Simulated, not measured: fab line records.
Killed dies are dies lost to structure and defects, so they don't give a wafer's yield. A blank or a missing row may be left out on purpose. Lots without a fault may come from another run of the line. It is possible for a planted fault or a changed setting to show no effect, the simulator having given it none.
fab line records	flow nandHarc
record lots=24	wafers=72	lastDay=33
route steps=1302 shown A_CONTACT@1017
lots that met no fault: from a run of the same line without faults
startH: the number of hours between the record's first day and the start of the first shown wafer of the lot	waitH: hours since the lot's step before	" the same as in the row above	L1.1+2: a row that stands for several wafers	- no value, or no start was given	* or withheld: withheld	< > ~ a bound
route shown NAME@n: NAME is a module with steps in the file, n the number in the route of the first one	usual: mean/standard deviation taken from wafers without a fault	same: alike in all rows	chamber/n: place in a boat	sites: the reading at each site	_std_site: the standard deviation of these	_edge_site: mean of outer sites minus mean of inner sites	radiusMm: how far each site lies from the wafer's centre	mask NAME#n: copy n	behind: the most recent tool/chamber to have shaped the wafer	hold: what put the lot on hold/how long, in hours/how the hold closed	device: the n, p or np transistor that did not switch	end of line: at the end of the route, the tests of the same wafers	a step with no rows: only its recipe	killed: dies that structure and defects cost at the first sort, which is not the same as the wafer's yield	map: the dies of a wafer, with x for killed, . for not killed, _ for no die there
set.NAME: the setting the step ran with; set.NAME@STEP: the setting that earlier step ran with	model.NAME: the simulator's own value behind a step, which no gauge read
the route's steps for a sample of lots (tables are steps, rows are wafers)
services: from which hour (startH, from the record's first day; less than 0 if before it) a tool's chamber was out of use, for how many hours, and why
## steps
# step NHARC_A_CONTACT_ETCH_123
# recipe sourceW=withheld	pressureMtorr=20	biasV=400	timeS=490	targetDepthA=21100	arFlowSccm=withheld	c4f8FlowSccm=11.5	o2FlowSccm=7.2	chemistry=C4F8/O2/Ar
# usual chamberPressureMTorr=20.000/0.017
lot.wafer	tool	chamber	startH	waitH	chamberPressureMTorr	rfHoursCounterH
L074.2	harCapEtch-01	0	482.83	0.1	20.000	126
L074.1	"	1	"	"	20.002	126
L074.5	"	1	"	"	20.006	-
L076.1	harCapEtch-03	1	505.55	0.1	20.018	44
L076.3	"	1	"	"	20.010	-
L076.6	"	0	"	"	20.009	-
L075.2	harCapEtch-02	0	507.36	0.1	20.019	89
L075.1	"	1	"	"	20.028	89
L075.5	"	0	"	"	20.006	-
L077.1	harCapEtch-01	0	530.28	0.1	20.001	4
L077.2	"	1	"	"	20.008	4
L077.5	"	1	"	"	19.978	-
L079.3	harCapEtch-03	1	533.53	0.3	20.010	-
L079.4	"	0	"	"	19.992	-
L079.6	"	1	"	"	19.972	-
L078.4	harCapEtch-02	0	539.10	0.3	19.990	-
L078.6	"	1	"	"	19.992	-
L078.5	"	0	"	"	19.991	-
L082.2	harCapEtch-01	1	562.95	0.2	20.012	10
L082.4	"	0	"	"	20.002	-
L082.6	"	1	"	"	20.003	-
L081.2	harCapEtch-03	0	565.57	0.2	20.013	55
L081.4	"	0	"	"	20.019	-
L081.5	"	1	"	"	19.990	-
L080.2	harCapEtch-02	1	568.75	0.1	20.001	99
L080.4	"	1	"	"	19.992	-
L080.5	"	1	"	"	20.031	-
L083.2	harCapEtch-01	1	590.05	0.1	19.991	15
L083.3	"	1	"	"	19.969	-
L083.5	"	1	"	"	19.990	-
L084.1	harCapEtch-03	1	590.61	0.1	19.980	60
L084.2	"	0	"	"	20.039	60
L084.3	"	0	"	"	19.989	-
L085.1	harCapEtch-02	0	595.09	0.2	20.011	105
L085.3	"	0	"	"	19.967	-
L085.6	"	1	"	"	19.979	-
L086.2	harCapEtch-01	1	610.45	0.1	20.021	19
L086.4	"	0	"	"	19.980	-
L086.6	"	1	"	"	20.014	-
L087.2	harCapEtch-02	0	624.48	0.1	19.971	110
L087.1	"	1	"	"	19.981	110
L087.6	"	0	"	"	20.025	-
L088.3	harCapEtch-02	1	641.08	0.3	20.033	-
L088.6	"	1	"	"	19.995	-
L088.5	"	0	"	"	20.018	-
L089.2	harCapEtch-03	0	642.18	0.1	20.004	68
L089.4	"	0	"	"	19.965	-
L089.5	"	1	"	"	19.998	-
L090.1	harCapEtch-03	0	655.59	0.2	20.006	70
L090.2	"	1	"	"	20.008	70
L090.3	"	1	"	"	20.013	-
L091.2	harCapEtch-01	1	656.77	0.2	20.021	28
L091.3	"	0	"	"	20.025	-
L091.6	"	0	"	"	19.980	-
L092.1	harCapEtch-01	1	665.43	0.2	19.978	30
L092.3	"	0	"	"	20.006	-
L092.5	"	0	"	"	20.007	-
L093.3	harCapEtch-02	0	680.04	0.3	19.970	-
L093.5	"	1	"	"	19.996	-
L093.6	"	0	"	"	20.029	-
L094.1	harCapEtch-01	0	689.24	0.2	20.004	36
L094.4	"	1	"	"	19.997	-
L094.5	"	0	"	"	20.015	-
L095.1	harCapEtch-03	1	709.83	0.2	20.029	80
L095.4	"	1	"	"	20.005	-
L095.5	"	1	"	"	19.958	-
L096.4	harCapEtch-01	0	711.44	0.3	20.015	-
L096.6	"	0	"	"	20.016	-
L096.5	"	1	"	"	20.021	-
L097.1	harCapEtch-03	1	730.51	0.2	19.977	84
L097.4	"	0	"	"	19.995	-
L097.3	"	1	"	"	19.965	-
# step NHARC_A_CONTACT_ETCH_96
# recipe targetDepthA=200	overEtchFrac=0.5	timeS=10	ionEnergyEv=250	c4f6FlowSccm=25	o2FlowSccm=20	arFlowSccm=500	rfW=600	biasW=500	chemistry=C4F6/O2
# usual chamberPressureMTorr=30.000/0.029	drypumpMotorCurrentA=5.8/0.54	mfcArSccm=499.8/1.5	oesProductAu=0.967/0.027	rfVppV=546.1/2.6	showerheadPlenumPTorr=3.89/0.12	throttleValvePct=26.902/0.0087
lot.wafer	tool	chamber	startH	waitH	chamberPressureMTorr	drypumpMotorCurrentA	mfcArSccm	oesProductAu	rfHoursCounterH	rfVppV	showerheadPlenumPTorr	throttleValvePct
L074.1	rieDiel-01	2	-	-	29.995	5.2	501.1	0.947	26	546.0	3.91	26.905
L074.2	"	3	"	"	29.982	5.6	499.8	0.958	33	545.6	3.85	26.902
L074.5	"	3	"	"	30.006	5.6	503.0	0.957	-	545.7	3.85	26.901
L076.1	rieDiel-06	2	-	-	30.038	5.6	501.5	0.932	3	541.5	3.72	26.900
L076.3	"	0	"	"	30.009	5.0	505.5	0.964	3	546.7	3.89	26.897
L076.6	"	2	"	"	30.022	5.6	498.9	0.933	-	543.0	3.72	26.907
L075.1	rieDiel-06	1	-	-	29.952	6.2	503.4	0.932	4	549.6	4.10	26.919
L075.2	"	2	"	"	30.007	5.6	501.6	0.925	3	542.9	3.71	26.921
L075.5	"	1	"	"	30.033	6.2	499.7	0.925	-	548.8	4.10	26.897
L077.2	rieDiel-06	0	-	-	29.992	5.0	496.1	0.982	8	546.4	3.89	26.897
L077.1	"	1	"	"	30.005	6.2	501.0	0.948	8	551.3	4.10	26.904
L077.5	"	3	"	"	30.002	6.5	501.5	0.994	-	549.1	3.99	26.906
L079.3	rieDiel-06	2	-	-	29.953	5.6	500.3	1.000	8	541.4	3.71	26.904
L079.4	"	0	"	"	30.027	5.0	500.0	0.996	8	546.9	3.89	26.911
L079.6	"	3	"	"	30.000	6.5	500.3	1.008	-	549.0	3.99	26.922
L078.4	rieDiel-06	1	-	-	30.013	6.2	499.8	0.968	9	549.9	4.10	26.918
L078.6	"	0	"	"	29.977	5.0	499.9	0.972	-	547.4	3.89	26.896
L078.5	"	1	"	"	30.018	6.3	500.6	0.967	-	549.3	4.10	26.905
L082.2	rieDiel-13	0	-	-	29.991	5.4	501.1	0.981	10	548.0	3.93	26.895
L082.4	"	2	"	"	29.967	5.9	497.5	0.994	11	544.8	3.80	26.903
L082.6	"	3	"	"	29.973	6.3	497.9	0.978	-	545.8	3.85	26.918
L081.4	rieDiel-13	0	-	-	30.017	5.3	496.8	0.986	11	546.8	3.93	26.898
L081.2	"	3	"	"	30.027	6.2	498.7	0.977	7	544.8	3.85	26.887
L081.5	"	0	"	"	30.009	5.4	499.2	0.998	-	546.8	3.93	26.903
L080.2	rieDiel-13	3	-	-	29.945	6.3	500.0	0.980	7	546.4	3.84	26.897
L080.4	"	0	"	"	30.042	5.4	498.2	1.001	12	548.8	3.93	26.889
L080.5	"	3	"	"	29.957	6.2	500.2	0.981	-	546.0	3.84	26.913
L084.2	rieDiel-13	3	591.84	0.1	30.006	6.2	499.7	0.974	20	545.2	3.84	26.905
L084.3	"	0	"	"	30.007	5.3	499.2	0.932	25	546.7	3.92	26.899
L084.1	"	2	"	"	29.930	5.9	498.7	0.943	20	544.5	3.80	26.910
L083.2	rieDiel-06	3	592.49	1.1	29.999	6.5	501.3	0.985	20	548.0	3.99	26.881
L083.3	"	0	"	"	30.017	5.0	499.5	0.975	21	545.4	3.88	26.894
L083.5	"	1	"	"	30.027	6.2	502.7	0.977	-	550.0	4.09	26.899
L085.1	rieDiel-06	3	-	-	30.026	6.5	498.7	0.934	20	547.7	3.99	26.906
L085.3	"	2	"	"	30.006	5.6	498.5	0.941	17	542.0	3.71	26.892
L085.6	"	0	"	"	29.984	5.0	499.0	0.939	-	547.1	3.88	26.888
L086.4	rieDiel-06	3	-	-	30.033	6.5	501.0	1.006	23	548.9	3.98	26.907
L086.2	"	1	"	"	29.954	6.3	498.1	0.990	24	551.1	4.09	26.916
L086.6	"	2	"	"	29.983	5.6	500.6	0.998	-	541.3	3.71	26.896
L087.1	rieDiel-06	0	-	-	30.049	5.0	501.0	0.975	26	546.9	3.88	26.901
L087.2	"	1	"	"	29.970	6.3	498.6	0.964	25	549.8	4.09	26.911
L087.6	"	2	"	"	29.945	5.6	499.5	0.950	-	542.0	3.70	26.897
L088.3	rieDiel-06	0	-	-	30.032	5.0	502.5	0.972	28	545.7	3.88	26.909
L088.6	"	3	"	"	29.949	6.5	497.0	0.966	-	548.6	3.98	26.901
L088.5	"	0	"	"	29.989	5.0	502.2	0.969	-	546.6	3.88	26.892
L089.2	rieDiel-06	2	-	-	30.024	5.6	497.6	0.944	26	542.7	3.70	26.905
L089.4	"	0	"	"	29.995	5.0	500.5	0.941	28	546.1	3.88	26.922
L089.5	"	1	"	"	29.965	6.3	500.6	0.935	-	549.3	4.09	26.899
L090.2	rieDiel-01	1	-	-	30.061	4.8	502.1	1.007	27	545.5	3.84	26.904
L090.3	"	3	"	"	30.018	5.6	497.5	1.046	29	544.6	3.81	26.911
L090.1	"	0	"	"	29.965	6.3	501.7	1.035	28	544.2	3.75	26.893
L091.2	rieDiel-13	1	-	-	30.008	5.7	501.2	0.964	38	545.0	3.78	26.907
L091.3	"	2	"	"	30.030	5.9	498.3	0.926	41	542.3	3.78	26.896
L091.6	"	1	"	"	30.008	5.7	498.4	0.947	-	543.6	3.78	26.891
L092.1	rieDiel-13	3	-	-	30.026	6.2	499.0	0.938	42	544.9	3.82	26.899
L092.3	"	2	"	"	29.991	5.9	499.8	0.942	44	543.9	3.78	26.908
L092.5	"	3	"	"	30.001	6.2	498.6	0.943	-	545.6	3.82	26.909
L093.3	rieDiel-13	2	-	-	29.959	5.9	498.1	0.926	50	542.3	3.78	26.901
L093.6	"	1	"	"	29.987	5.7	501.6	0.942	-	543.6	3.77	26.899
L093.5	"	2	"	"	30.014	5.9	501.2	0.927	-	544.1	3.78	26.908
L094.1	rieDiel-06	2	-	-	29.970	5.6	498.7	1.018	4	542.3	3.70	26.897
L094.4	"	3	"	"	29.971	6.5	498.2	0.997	3	548.2	3.98	26.914
L094.5	"	1	"	"	29.967	6.3	498.3	0.998	-	549.6	4.08	26.900
L095.1	rieDiel-06	3	-	-	29.990	6.5	498.2	0.944	8	548.8	3.97	26.915
L095.4	"	2	"	"	30.000	5.6	502.8	0.942	9	541.9	3.69	26.903
L095.5	"	3	"	"	29.982	6.5	499.0	0.944	-	546.6	3.97	26.902
L096.4	rieDiel-06	1	-	-	29.999	6.2	499.6	0.960	8	550.2	4.08	26.898
L096.5	"	2	"	"	30.064	5.6	502.5	0.964	-	541.0	3.69	26.920
L096.6	"	3	"	"	30.074	6.5	498.0	0.954	-	548.1	3.97	26.907
L097.3	rieDiel-06	0	-	-	29.972	5.0	499.2	0.998	11	546.2	3.87	26.909
L097.4	"	1	"	"	30.006	6.2	500.8	0.995	12	551.0	4.08	26.886
L097.1	"	2	"	"	30.046	5.6	499.5	1.014	12	542.4	3.69	26.891
# step NHARC_A_CONTACT_ETCH_89
# recipe targetDepthA=2600	overEtchFrac=0.3	timeS=475.3	ionEnergyEv=200	n2FlowSccm=150	h2FlowSccm=150	arFlowSccm=0	rfW=400	biasW=150	chemistry=N2/H2
# usual chamberPressureMTorr=30.001/0.028	drypumpMotorCurrentA=5.8/0.56	mfcArSccm=0.019/0.017	oesProductAu=1.002/0.013	rfVppV=430.1/2.3	showerheadPlenumPTorr=2.02/0.077	throttleValvePct=14.172/0.0091
lot.wafer	tool	chamber	startH	waitH	chamberPressureMTorr	drypumpMotorCurrentA	mfcArSccm	oesProductAu	rfHoursCounterH	rfVppV	showerheadPlenumPTorr	throttleValvePct
L074.1	rieDiel-01	2	-	-	29.995	5.2	0.022	1.001	33	429.9	2.03	14.166
L074.2	"	1	"	"	29.985	4.8	0.021	0.984	37	430.0	2.01	14.179
L074.5	"	3	"	"	30.000	5.6	0	1.015	-	430.5	1.99	14.182
L076.1	rieDiel-06	2	-	-	30.006	5.6	0.042	1.004	5	426.6	1.92	14.162
L076.3	"	3	"	"	30.039	6.5	0.038	1.004	5	431.0	2.08	14.183
L076.6	"	0	"	"	29.978	5.0	0	1.006	-	432.7	2.02	14.171
L075.1	rieDiel-06	1	-	-	29.973	6.2	0.008	1.006	6	433.9	2.14	14.161
L075.2	"	3	"	"	29.988	6.5	0.038	1.014	6	430.9	2.08	14.165
L075.5	"	1	"	"	30.013	6.2	0.008	0.998	-	433.6	2.14	14.179
L077.2	rieDiel-06	3	-	-	29.997	6.5	0.038	1.012	10	432.2	2.08	14.157
L077.1	"	0	"	"	29.936	5.0	0	1.001	10	430.2	2.02	14.166
L077.5	"	2	"	"	29.984	5.6	0.042	0.989	-	426.0	1.92	14.174
L079.3	rieDiel-06	2	-	-	29.967	5.6	0.042	0.978	11	427.8	1.91	14.168
L079.4	"	0	"	"	30.010	5.0	0	1.001	11	430.0	2.02	14.178
L079.6	"	2	"	"	29.977	5.6	0.042	0.988	-	428.7	1.91	14.164
L078.4	rieDiel-13	1	-	-	29.964	5.7	0.008	0.995	8	428.1	1.96	14.158
L078.6	"	0	"	"	30.004	5.4	0.026	0.998	-	430.3	2.04	14.183
L078.5	"	1	"	"	29.982	5.7	0.008	1.013	-	429.8	1.96	14.173
L082.2	rieDiel-06	1	-	-	30.015	6.3	0.008	0.998	17	433.3	2.14	14.170
L082.4	"	2	"	"	30.014	5.6	0.042	0.995	16	428.0	1.91	14.173
L082.6	"	0	"	"	29.984	5.0	0	1.004	-	428.7	2.02	14.166
L081.2	rieDiel-06	1	-	-	29.990	6.3	0.008	1.002	17	433.8	2.14	14.190
L081.4	"	2	"	"	30.094	5.6	0.042	1.008	16	427.3	1.91	14.186
L081.5	"	1	"	"	30.031	6.2	0.008	0.997	-	433.0	2.14	14.174
L080.2	rieDiel-06	1	-	-	30.029	6.2	0.008	1.002	18	431.2	2.14	14.175
L080.4	"	0	"	"	30.024	5.0	0	1.009	18	429.9	2.02	14.155
L080.5	"	2	"	"	30.009	5.6	0.042	1.000	-	426.9	1.91	14.188
L084.3	rieDiel-06	3	-	-	30.029	6.5	0.038	0.996	22	431.1	2.08	14.177
L084.2	"	0	"	"	30.014	5.0	0	0.992	24	427.5	2.02	14.171
L084.1	"	1	"	"	30.002	6.2	0.008	0.987	23	431.7	2.14	14.176
L083.2	rieDiel-01	1	-	-	30.026	4.8	0.021	0.992	13	429.6	2.00	14.166
L083.3	"	3	"	"	29.963	5.6	0	1.047	16	430.0	1.98	14.169
L083.5	"	2	"	"	30.049	5.2	0.022	0.987	-	430.2	2.02	14.162
L085.1	rieDiel-06	1	-	-	30.026	6.2	0.008	1.002	24	433.9	2.14	14.179
L085.3	"	0	"	"	30.013	5.0	0	0.996	24	428.7	2.02	14.153
L085.6	"	1	"	"	29.948	6.2	0.008	1.004	-	432.5	2.14	14.173
L086.2	rieDiel-06	0	-	-	30.031	5.0	0	1.013	26	429.2	2.02	14.153
L086.4	"	1	"	"	29.950	6.2	0.008	0.991	26	432.4	2.14	14.173
L086.6	"	2	"	"	29.990	5.6	0.042	0.999	-	428.1	1.91	14.186
L087.2	rieDiel-01	3	-	-	29.978	5.6	0	1.055	23	428.8	1.98	14.170
L087.1	"	0	"	"	30.047	6.3	0	1.022	24	428.5	1.94	14.169
L087.6	"	0	"	"	29.983	6.3	0	1.030	-	426.6	1.94	14.164
L088.3	rieDiel-06	1	-	-	29.942	6.2	0.008	0.996	31	432.8	2.13	14.172
L088.5	"	3	"	"	29.961	6.5	0.038	1.014	-	431.1	2.07	14.162
L088.6	"	0	"	"	29.990	5.0	0	1.012	-	429.4	2.01	14.185
L089.4	rieDiel-06	2	-	-	29.970	5.6	0.042	1.001	30	428.0	1.91	14.161
L089.2	"	3	"	"	29.998	6.5	0.038	0.996	32	430.7	2.07	14.170
L089.5	"	1	"	"	30.003	6.2	0.008	0.998	-	433.1	2.13	14.174
L090.2	rieDiel-13	0	-	-	30.014	5.3	0.026	0.999	55	430.2	2.03	14.174
L090.3	"	1	"	"	30.018	5.7	0.008	1.009	45	427.8	1.95	14.158
L090.1	"	2	"	"	29.987	5.9	0.026	0.985	49	428.3	1.95	14.185
L091.2	rieDiel-06	0	-	-	30.007	5.0	0	1.004	2	430.8	2.01	14.154
L091.3	"	1	"	"	29.993	6.2	0.008	1.003	2	431.9	2.13	14.166
L091.6	"	1	"	"	30.004	6.2	0.008	1.003	-	432.7	2.13	14.174
L092.3	rieDiel-01	3	-	-	29.960	5.6	0	1.038	38	428.8	1.97	14.187
L092.1	"	0	"	"	30.000	6.3	0	1.015	35	427.7	1.93	14.184
L092.5	"	3	"	"	29.978	5.6	0	1.037	-	429.3	1.97	14.165
L093.3	rieDiel-06	2	-	-	30.001	5.6	0.042	1.008	4	425.8	1.91	14.167
L093.5	"	0	"	"	30.015	5.0	0	0.992	-	431.7	2.01	14.161
L093.6	"	1	"	"	30.047	6.2	0.008	0.995	-	432.8	2.13	14.181
L094.1	rieDiel-06	2	-	-	30.011	5.6	0.042	1.011	6	426.0	1.91	14.182
L094.4	"	1	"	"	30.018	6.2	0.008	0.990	6	432.3	2.13	14.176
L094.5	"	2	"	"	29.993	5.6	0.042	1.015	-	428.0	1.91	14.163
L095.1	rieDiel-06	1	-	-	30.049	6.2	0.008	0.995	11	433.4	2.13	14.179
L095.4	"	2	"	"	30.008	5.6	0.042	1.022	11	425.4	1.90	14.162
L095.5	"	3	"	"	29.982	6.5	0.038	0.994	-	431.8	2.07	14.176
L096.4	rieDiel-06	1	-	-	29.928	6.2	0.008	0.993	11	433.9	2.13	14.164
L096.5	"	0	"	"	29.995	5.0	0	0.987	-	430.7	2.01	14.173
L096.6	"	1	"	"	30.061	6.2	0.008	1.000	-	433.1	2.13	14.169
L097.3	rieDiel-06	0	-	-	29.984	5.0	0	0.987	13	429.0	2.01	14.170
L097.4	"	1	"	"	29.992	6.2	0.008	0.999	14	432.7	2.13	14.160
L097.1	"	3	"	"	30.005	6.5	0.038	0.999	13	430.9	2.07	14.169
# step NHARC_A_CONTACT_ETCH_139
# recipe sourceW=withheld	pressureMtorr=20	biasV=400	timeS=195	targetDepthA=8400	arFlowSccm=withheld	c4f8FlowSccm=11.5	o2FlowSccm=7.2	chemistry=C4F8/O2/Ar
# usual chamberPressureMTorr=19.997/0.019
lot.wafer	tool	chamber	startH	waitH	chamberPressureMTorr	rfHoursCounterH
L074.1	harCapEtch-03	0	508.25	0.3	20.007	46
L074.2	"	1	"	"	19.974	46
L074.5	"	0	"	"	20.021	-
L076.1	harCapEtch-03	1	524.09	0.2	20.009	47
L076.3	"	1	"	"	20.030	-
L076.6	"	1	"	"	19.997	-
L075.2	harCapEtch-02	1	525.05	0.2	20.023	92
L075.1	"	0	"	"	20.007	92
L075.5	"	1	"	"	20.036	-
L077.1	harCapEtch-02	0	547.10	0.3	20.015	96
L077.2	"	1	"	"	19.998	96
L077.5	"	1	"	"	20.017	-
L079.3	harCapEtch-03	1	554.28	0.2	20.016	-
L079.4	"	0	"	"	19.977	-
L079.6	"	1	"	"	20.025	-
L078.4	harCapEtch-02	0	558.05	0.2	20.008	-
L078.6	"	0	"	"	19.998	-
L078.5	"	1	"	"	20.008	-
L082.2	harCapEtch-01	1	579.27	0.2	19.990	13
L082.4	"	1	"	"	19.999	-
L082.6	"	1	"	"	20.005	-
L081.2	harCapEtch-03	1	582.77	0.2	19.992	58
L081.4	"	1	"	"	19.988	-
L081.5	"	1	"	"	19.996	-
L080.2	harCapEtch-02	0	585.78	0.2	19.998	102
L080.4	"	0	"	"	19.995	-
L080.5	"	1	"	"	19.993	-
L084.1	harCapEtch-03	0	609.84	0.2	19.985	63
L084.2	"	1	"	"	20.011	63
L084.3	"	1	"	"	19.987	-
L083.2	harCapEtch-02	0	614.44	0.2	19.993	108
L083.3	"	0	"	"	19.947	-
L083.5	"	0	"	"	20.001	-
L085.1	harCapEtch-03	0	616.95	0.2	20.006	65
L085.3	"	0	"	"	20.014	-
L085.6	"	0	"	"	20.026	-
L086.2	harCapEtch-03	1	628.37	0.2	20.023	66
L086.4	"	1	"	"	19.980	-
L086.6	"	1	"	"	20.022	-
L087.2	harCapEtch-01	1	641.20	0.2	19.994	24
L087.1	"	0	"	"	19.981	24
L087.6	"	1	"	"	19.987	-
L088.3	harCapEtch-02	0	657.51	0.2	19.968	-
L088.6	"	0	"	"	20.006	-
L088.5	"	1	"	"	20.014	-
L089.2	harCapEtch-03	0	659.74	0.3	19.997	72
L089.4	"	0	"	"	19.985	-
L089.5	"	0	"	"	20.009	-
L091.2	harCapEtch-03	1	679.96	0.2	19.994	75
L091.3	"	0	"	"	19.967	-
L091.6	"	0	"	"	20.024	-
L090.1	harCapEtch-01	1	680.12	0.2	20.019	34
L090.2	"	0	"	"	19.973	34
L090.3	"	1	"	"	19.979	-
L092.1	harCapEtch-03	1	684.04	0.2	19.960	76
L092.3	"	0	"	"	19.975	-
L092.5	"	0	"	"	20.017	-
L093.3	harCapEtch-03	1	697.24	0.2	20.034	-
L093.6	"	1	"	"	19.969	-
L093.5	"	0	"	"	20.013	-
L094.1	harCapEtch-02	0	705.92	0.2	19.992	123
L094.4	"	1	"	"	19.979	-
L094.5	"	1	"	"	19.989	-
L095.1	harCapEtch-01	0	727.05	0.3	19.984	41
L095.4	"	0	"	"	20.009	-
L095.5	"	1	"	"	19.997	-
L096.4	harCapEtch-02	0	728.40	0.2	19.978	-
L096.6	"	0	"	"	20.002	-
L096.5	"	1	"	"	19.965	-
L097.1	harCapEtch-03	1	750.70	0.2	20.005	87
L097.3	"	1	"	"	19.974	-
L097.4	"	0	"	"	20.021	-
# step NHARC_A_CONTACT_ALD_18
# recipe targetThkA=30	pulseTimeS=1	aldCycles=150	tempC=450	material=TiN
# usual heaterPowerW=1163/120	precursorPulseHeightRel=0.998/0.02
lot.wafer	tool	chamber	startH	waitH	heaterPowerW	precursorPulseHeightRel
L074.1	aldMetal-02	2	510.05	-	1099	0.967
L074.2	"	3	"	"	1086	1.040
L074.5	"	2	"	"	1077	1.018
L076.1	aldMetal-04	3	525.83	-	1132	1.007
L076.3	"	0	"	"	1118	0.990
L076.6	"	1	"	"	1140	0.996
L075.2	aldMetal-03	2	526.86	-	1199	0.999
L075.1	"	3	"	"	1160	1.000
L075.5	"	1	"	"	1369	0.976
L077.1	aldMetal-03	3	548.94	-	1209	1.010
L077.2	"	0	"	"	1404	1.014
L077.5	"	1	"	"	1362	0.969
L079.3	aldMetal-02	0	555.90	-	1076	1.008
L079.4	"	3	"	"	1075	0.983
L079.6	"	0	"	"	1097	0.996
L078.4	aldMetal-03	3	559.94	-	1180	0.990
L078.6	"	1	"	"	1316	1.005
L078.5	"	2	"	"	1207	0.969
L082.4	aldMetal-02	3	581.33	-	1072	1.019
L082.2	"	0	"	"	1099	1.033
L082.6	"	2	"	"	1089	1.007
L081.4	aldMetal-02	3	584.58	-	1104	0.994
L081.2	"	0	"	"	1086	1.029
L081.5	"	2	"	"	1091	0.989
L080.2	aldMetal-02	0	587.69	-	1075	1.002
L080.4	"	3	"	"	1058	0.992
L080.5	"	0	"	"	1096	1.046
L084.1	aldMetal-04	2	611.55	-	998	1.028
L084.3	"	3	"	"	1137	0.976
L084.2	"	1	"	"	1138	1.005
L083.3	aldMetal-03	3	616.11	-	1151	1.007
L083.2	"	2	"	"	1145	1.009
L083.5	"	0	"	"	1427	1.010
L085.3	aldMetal-04	0	618.69	-	1113	0.950
L085.1	"	1	"	"	1151	0.990
L085.6	"	0	"	"	1110	0.992
L086.2	aldMetal-03	2	630.03	-	1135	1.005
L086.4	"	3	"	"	1160	0.976
L086.6	"	3	"	"	1176	1.011
L087.2	aldMetal-04	3	643.00	-	1171	0.976
L087.1	"	2	"	"	1021	0.984
L087.6	"	3	"	"	1143	1.002
L088.3	aldMetal-02	2	659.20	-	1119	0.987
L088.5	"	0	"	"	1107	1.028
L088.6	"	1	"	"	1021	0.982
L089.4	aldMetal-03	2	661.50	-	1137	0.999
L089.2	"	1	"	"	1268	1.003
L089.5	"	3	"	"	1156	0.991
L091.2	aldMetal-03	2	681.80	-	1144	0.971
L091.3	"	3	"	"	1143	0.995
L091.6	"	1	"	"	1330	0.998
L090.2	aldMetal-02	1	681.91	-	977	0.981
L090.3	"	2	"	"	1101	1.013
L090.1	"	0	"	"	1076	1.010
L092.1	aldMetal-03	0	685.70	-	1380	0.993
L092.3	"	3	"	"	1148	1.024
L092.5	"	1	"	"	1294	1.027
L093.3	aldMetal-03	2	698.93	-	1150	0.964
L093.6	"	3	"	"	1153	0.992
L093.5	"	0	"	"	1410	1.001
L094.1	aldMetal-02	1	707.89	-	1010	0.999
L094.4	"	3	"	"	1083	0.988
L094.5	"	1	"	"	990	0.966
L095.1	aldMetal-02	1	728.81	-	999	0.977
L095.4	"	2	"	"	1133	1.017
L095.5	"	0	"	"	1091	0.995
L096.4	aldMetal-03	3	730.58	-	1150	0.997
L096.6	"	0	"	"	1383	0.994
L096.5	"	1	"	"	1330	1.016
L097.1	aldMetal-04	2	753.21	-	1025	0.991
L097.4	"	3	"	"	1147	1.007
L097.3	"	0	"	"	1104	0.993
# step NHARC_A_CONTACT_INSPECT_23
# usual rawDefectCount=508/110
lot.wafer	tool	chamber	startH	waitH	rawDefectCount
L074.1	defectInspect-01	-	511.54	0.1	414
L074.2	"	-	"	"	350
L074.5	"	-	"	"	344
L076.1	defectInspect-01	-	527.32	0.1	461
L076.3	"	-	"	"	477
L076.6	"	-	"	"	551
L075.1	defectInspect-01	-	528.38	0.1	430
L075.2	"	-	"	"	478
L075.5	"	-	"	"	525
L077.1	defectInspect-01	-	550.40	0.1	375
L077.2	"	-	"	"	385
L077.5	"	-	"	"	417
L079.3	defectInspect-01	-	557.41	0.1	448
L079.4	"	-	"	"	355
L079.6	"	-	"	"	557
L078.4	defectInspect-01	-	561.40	0.1	485
L078.5	"	-	"	"	387
L078.6	"	-	"	"	512
L082.2	defectInspect-02	-	582.80	0.1	458
L082.4	"	-	"	"	596
L082.6	"	-	"	"	374
L081.2	defectInspect-01	-	586.79	0.1	484
L081.4	"	-	"	"	415
L081.5	"	-	"	"	571
L080.2	defectInspect-02	-	589.91	0.1	580
L080.4	"	-	"	"	606
L080.5	"	-	"	"	708
L084.1	defectInspect-01	-	613.05	0.1	503
L084.2	"	-	"	"	642
L084.3	"	-	"	"	552
L083.2	defectInspect-02	-	617.60	0.1	447
L083.3	"	-	"	"	463
L083.5	"	-	"	"	456
L085.1	defectInspect-01	-	620.16	0.1	314
L085.3	"	-	"	"	481
L085.6	"	-	"	"	463
L086.2	defectInspect-02	-	631.54	0.1	436
L086.4	"	-	"	"	443
L086.6	"	-	"	"	661
L087.1	defectInspect-02	-	644.48	0.1	445
L087.2	"	-	"	"	527
L087.6	"	-	"	"	559
L088.3	defectInspect-02	-	660.67	0.1	476
L088.5	"	-	"	"	607
L088.6	"	-	"	"	568
L089.2	defectInspect-01	-	662.99	0.1	770
L089.4	"	-	"	"	507
L089.5	"	-	"	"	510
L091.2	defectInspect-01	-	683.23	0.1	691
L091.3	"	-	"	"	403
L091.6	"	-	"	"	663
L090.1	defectInspect-02	-	683.40	0.1	535
L090.2	"	-	"	"	506
L090.3	"	-	"	"	393
L092.1	defectInspect-02	-	687.19	0.1	356
L092.3	"	-	"	"	482
L092.5	"	-	"	"	419
L093.3	defectInspect-02	-	700.36	0.1	538
L093.5	"	-	"	"	863
L093.6	"	-	"	"	561
L094.1	defectInspect-02	-	709.38	0.1	701
L094.4	"	-	"	"	505
L094.5	"	-	"	"	666
L095.1	defectInspect-02	-	730.28	0.1	488
L095.4	"	-	"	"	541
L095.5	"	-	"	"	539
L096.4	defectInspect-01	-	732.01	0.1	568
L096.5	"	-	"	"	388
L096.6	"	-	"	"	629
L097.1	defectInspect-01	-	754.70	0.1	383
L097.3	"	-	"	"	591
L097.4	"	-	"	"	480
## services
tool	chamber	startH	hours	kind
aldMetal-02	2	469.28	28.5	repair
rieDiel-06	-	484.24	9.0	pm
aldMetal-02	0	492.58	3.3	repair
aldMetal-02	3	492.86	4.4	repair
harCapEtch-01	-	497.00	17.0	pm
harCapEtch-02	-	515.90	0.5	repair
rieDiel-13	-	519.00	9.0	pm
rieDiel-01	-	539.76	0.4	repair
aldMetal-03	1	540.79	5.3	repair
rieDiel-01	-	560.59	9.0	pm
aldMetal-03	-	568.00	10.0	pm
rieDiel-06	2	586.16	8.3	repair
aldMetal-02	1	594.58	8.8	repair
aldMetal-02	-	610.00	10.0	pm
harCapEtch-01	-	624.35	0.1	repair
aldMetal-03	-	641.56	0.7	repair
harCapEtch-03	-	648.00	0.6	repair
rieDiel-13	3	648.51	3.9	repair
rieDiel-06	-	661.24	9.0	pm
rieDiel-01	1	671.97	9.8	repair
rieDiel-13	-	696.00	9.0	pm
aldMetal-02	0	734.85	5.2	repair
harCapEtch-01	-	742.47	0.1	repair
aldMetal-03	-	746.00	10.0	pm
## key
fault none
